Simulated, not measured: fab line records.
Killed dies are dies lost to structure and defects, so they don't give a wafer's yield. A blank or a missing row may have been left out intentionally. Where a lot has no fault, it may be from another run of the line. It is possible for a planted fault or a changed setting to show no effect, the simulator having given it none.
Matching of chambers || flow n5-finfet || 4 sister chambers for N5_FIN_SAQP_SPACER2_ALD_28 on ald-sin-01
The step deposits SiO2, target thk 8.1 nm, pulse time 1 s, purge time 2 s. 4 wafers are shown with their chamber, then 12 later ones without.

EACH WAFER AND ITS CHAMBER
{"wafer": "L088.4", "chamber": 0, "heater-power-w (W)": 445}
{"wafer": "L090.1", "chamber": 2, "heater-power-w (W)": 503}
{"wafer": "L090.2", "chamber": 3, "heater-power-w (W)": 468}
{"wafer": "L090.4", "chamber": 1, "heater-power-w (W)": 463}

WAFERS WITH NO CHAMBER GIVEN
{"wafer": "L093.1", "heater-power-w (W)": 484}
{"wafer": "L093.2", "heater-power-w (W)": 457}
{"wafer": "L093.6", "heater-power-w (W)": 466}
{"wafer": "L094.2", "heater-power-w (W)": 493}
{"wafer": "L094.5", "heater-power-w (W)": 495}
{"wafer": "L094.6", "heater-power-w (W)": 454}
{"wafer": "L096.1", "heater-power-w (W)": 461}
{"wafer": "L096.2", "heater-power-w (W)": 448}
{"wafer": "L096.6", "heater-power-w (W)": 480}
{"wafer": "L097.1", "heater-power-w (W)": 457}
{"wafer": "L097.3", "heater-power-w (W)": 504}
{"wafer": "L097.5", "heater-power-w (W)": 485}

WHICH CHAMBER EACH WENT THROUGH
{"wafer": "L093.1", "from the rows above": "can't be placed: 3 or 2 or 1", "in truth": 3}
{"wafer": "L093.2", "from the rows above": "can't be placed: 1 or 3 or 0", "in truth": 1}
{"wafer": "L093.6", "from the rows above": "can't be placed: 3 or 1", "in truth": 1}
{"wafer": "L094.2", "from the rows above": "can't be placed: 2 or 3", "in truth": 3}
{"wafer": "L094.5", "from the rows above": 2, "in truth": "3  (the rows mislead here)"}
{"wafer": "L094.6", "from the rows above": "can't be placed: 0 or 1 or 3", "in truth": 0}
{"wafer": "L096.1", "from the rows above": "can't be placed: 1 or 3 or 0", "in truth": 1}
{"wafer": "L096.2", "from the rows above": "can't be placed: 0 or 1 or 3", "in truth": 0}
{"wafer": "L096.6", "from the rows above": "can't be placed: 3 or 1 or 2", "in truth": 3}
{"wafer": "L097.1", "from the rows above": "can't be placed: 1 or 3 or 0", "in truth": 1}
{"wafer": "L097.3", "from the rows above": 2, "in truth": 2}
{"wafer": "L097.5", "from the rows above": "can't be placed: 3 or 2 or 1", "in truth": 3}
Correctly placed: 1 of 12. From these rows, 10 cannot be placed; in 10 the true chamber is one of the candidates. Wrongly placed: 1.
How it was worked out, from the rows above alone: a wafer's distance from a chamber is the root of the sum, over the readings, of the square of ((its reading less the chamber's mean) divided by the reading's scatter). If the next closest chamber is less than 2 further off than the closest, the wafer can't be placed; otherwise it belongs to the closest. A chamber's mean is the mean of its shown wafers. The scatter (one wafer shown for each chamber): square how far every hidden wafer sits from the nearest shown wafer, average those squares and take the square root.
